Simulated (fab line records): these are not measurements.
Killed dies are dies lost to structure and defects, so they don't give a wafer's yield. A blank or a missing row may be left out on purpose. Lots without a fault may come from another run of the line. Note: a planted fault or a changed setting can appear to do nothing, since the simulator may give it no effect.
2 desks looking at one fault :: flow n5 finfet :: every desk sees just its own numbers, and what lay behind them comes last

== TOOL OWNER'S DESK, pecvd-02 ==
The tool's own readings at N5_BEOL_M8_ILD_DEP_00 (deposits SiCOH lowk from DEMS/porogen, target thk 179.75 nm, time 33.4 s): means of the sampled wafers that have a number, for each lot that ran on this tool. Marked OUT: a lot whose mean sits more than 4 standard deviations from the usual mean, which makes it out of limits; the brackets give that distance.
Columns: A = heater power w at N5_BEOL_M8_ILD_DEP_00, usual 290 W; B = showerhead plenum p Torr at N5_BEOL_M8_ILD_DEP_00, usual 5.731 Torr; C = throttle valve pct at N5_BEOL_M8_ILD_DEP_00, usual 13.9 %
lot: L138
first seen here: day 11 13:59
A: 315
B: 5.735
C: 13.8

lot: L140
first seen here: day 12 16:35
A: 248
B: 5.731
C: 13.5

lot: L142
first seen here: day 14 13:02
A: 292
B: 5.733
C: 13.8

lot: L144
first seen here: day 15 10:29
A: 316
B: 5.742
C: 14.0

lot: L149
first seen here: day 17 04:25
A: 228
B: 5.745
C: 13.5
Result from this desk: across the 5 lots, nothing is out of limits.

== FROM THE METROLOGY DESK ==
Means of the sampled wafers that have a number, per lot and without regard to the tool the lot ran on: this is what the gauges read. Marked OUT: a lot whose mean sits more than 4 standard deviations from the usual mean, which makes it out of limits; the brackets give that distance.
Columns: A = M8_ILD_THK at N5_BEOL_M8_THK_MEAS_01, usual 155.0 nm
lot: L135
first seen here: day 10 06:41
A: 155.5

lot: L138
first seen here: day 11 15:02
A: 154.1

lot: L137
first seen here: day 12 03:36
A: 156.3

lot: L140
first seen here: day 12 17:11
A: 154.8

lot: L142
first seen here: day 14 13:37
A: 153.2

lot: L144
first seen here: day 15 11:05
A: 154.4

lot: L149
first seen here: day 17 04:59
A: 140.6 (-7.6) OUT

lot: L158
first seen here: day 17 17:52
A: 157.8

lot: L143
first seen here: day 19 02:05
A: 154.4

lot: L157
first seen here: day 19 02:34
A: 155.8
This desk's result: L149 out of limits, first on L149 (M8_ILD_THK at N5_BEOL_M8_THK_MEAS_01), day 17 04:59. In limits: L135, L138, L137, L140, L142, L144, L158, L143, L157.

== PUT TOGETHER ==
Metrology desk: alarm possible at day 17 04:59 on L149.
The tool owner's desk saw nothing out of limits.
Tool owner's desk: L149 on record, inside its limits.
N5_BEOL_M8_ILD_DEP_00 was run on pecvd-02 by each of the lots named.

== WHAT THE SIMULATOR HAD PUT IN ==
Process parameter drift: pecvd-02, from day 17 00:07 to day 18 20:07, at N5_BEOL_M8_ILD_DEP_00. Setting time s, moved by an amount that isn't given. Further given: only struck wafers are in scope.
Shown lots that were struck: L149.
Per desk, hours elapsed from the start of the fault to the first reading out of limits: for the metrology desk, 5.
